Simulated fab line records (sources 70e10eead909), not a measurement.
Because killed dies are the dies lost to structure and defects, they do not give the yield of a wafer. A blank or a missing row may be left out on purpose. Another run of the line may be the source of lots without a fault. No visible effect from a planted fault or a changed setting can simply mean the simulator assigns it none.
Matching of chambers | flow nand-harc | 4 sister chambers for NHARC_A_STAIRCASE_TRIM_196 on rie-diel-13
The step chemistry O2, time 211.2 s. 4 wafers are shown with their chamber, then 7 later ones without.

## WAFERS WITH THEIR CHAMBER
wafer  | chamber | showerhead-plenum-p-Torr (Torr)
L084.1 | 1       | 3.77
L084.2 | 3       | 3.50
L089.1 | 0       | 3.60
L089.5 | 2       | 3.37

## WAFERS MISSING THEIR CHAMBER
wafer  | showerhead-plenum-p-Torr (Torr)
L089.6 | 3.77
L093.2 | 3.49
L093.4 | 3.59
L093.6 | 3.59
L097.1 | 3.36
L097.2 | 3.75
L097.3 | 3.59

## CHAMBER TAKEN BY EACH
wafer  | from the rows above | in truth
L089.6 | 1                   | 1
L093.2 | 3                   | 3
L093.4 | 0                   | 0
L093.6 | 0                   | 0
L097.1 | 2                   | 2
L097.2 | 1                   | 1
L097.3 | 0                   | 0
7 of 7 placed correctly. Left unplaced by these rows: 0. 0 placed wrongly.
How it was worked out, from the rows above alone: a wafer's distance from a chamber is the root of the sum, over the readings, of the square of ((its reading less the chamber's mean) divided by the reading's scatter). If the next closest chamber is less than 2 further off than the closest, the wafer can't be placed; otherwise it belongs to the closest. For every chamber, the mean is computed from those of its wafers that are shown. The scatter (one wafer shown for each chamber): square how far every hidden wafer sits from the nearest shown wafer, average those squares and take the square root.
